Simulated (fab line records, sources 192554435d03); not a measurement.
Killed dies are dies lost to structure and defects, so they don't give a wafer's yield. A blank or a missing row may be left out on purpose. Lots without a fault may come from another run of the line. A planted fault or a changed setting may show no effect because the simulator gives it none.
Which tool did it? | flow n5_finfet | 10 lots, 30 wafers sampled, at 3 steps of a route of 1938

WHAT THE GAUGES READ, wafer by wafer
N5_BEOL_M6_INSPECT_58: inspects for defects (darkfield).
lot  | measured     | on                | raw_defect_count
L075 | day 9 12:46  | defect_inspect-01 | 77 76 79
L078 | day 11 14:16 | defect_inspect-02 | 49 74 68
L076 | day 11 22:33 | defect_inspect-02 | 82 92 96
L080 | day 12 08:23 | defect_inspect-02 | 25 46 52
L082 | day 12 17:38 | defect_inspect-01 | 126 156 93
L085 | day 13 13:43 | defect_inspect-01 | 113 56 67
L088 | day 13 16:35 | defect_inspect-01 | 106 96 57
L090 | day 15 06:13 | defect_inspect-01 | 48 70 83
L092 | day 15 13:27 | defect_inspect-02 | 93 61 103
L096 | day 16 10:40 | defect_inspect-02 | 76 70 56

WHICH TOOL RAN EACH LOT (tool, then ch and the chambers of the sampled wafers, then the start)
lot  | N5_BEOL_M6_ETCH_65                 | N5_BEOL_M6_ETCH_66
L075 | rie_diel-02 ch 0,3, day 9 10:00    | rie_diel-02 ch 0,3, day 9 10:02
L078 | rie_diel-02 ch 0,1,3, day 11 11:23 | rie_diel-02 ch 0,1,3, day 11 11:25
L076 | rie_diel-03 ch 0,3, day 11 18:40   | rie_diel-03 ch 0,3, day 11 18:42
L080 | rie_diel-04 ch 0,2,3, day 12 03:51 | rie_diel-04 ch 0,2,3, day 12 03:53
L082 | rie_diel-03 ch 0,3, day 12 14:37   | rie_diel-03 ch 0,3, day 12 14:38
L085 | rie_diel-03 ch 0,1,2, day 13 10:15 | rie_diel-03 ch 0,1,2, day 13 10:17
L088 | rie_diel-03 ch 0,2,3, day 13 12:08 | rie_diel-03 ch 0,2,3, day 13 12:10
L090 | rie_diel-04 ch 0,2,3, day 15 03:08 | rie_diel-04 ch 0,2,3, day 15 03:10
L092 | rie_diel-02 ch 0,1,2, day 15 09:14 | rie_diel-02 ch 0,1,2, day 15 09:16
L096 | rie_diel-04 ch 0,3, day 16 05:44   | rie_diel-04 ch 0,3, day 16 05:46
- N5_BEOL_M6_ETCH_65: etches SiARC in CF4, target depth 15.6 nm, time 26 s.
- N5_BEOL_M6_ETCH_66: etches SOC in N2/H2, target depth 80 nm, overetch 16 nm, time 120 s.

THE ANSWER, worked out from the rows above alone
Rule: what is usual is taken from the lots themselves. Put in order of their means at a reading, lots are off if they are a third of the lots or fewer, leave a main group of 4 or more, and stand apart from it by a gap of 3 or more times the standard deviation of the main group's means; of several such gaps the widest counts. A main group whose means are all the same, to the digits that the tables above print for the reading, isn't used. A lot without any number at a reading at which 4 lots or more have one is off too. The other lots that the step has rows for count as sound.
No lot is off at any reading shown: from this, nothing can be told.

WHAT THE SIMULATOR HAD PUT IN
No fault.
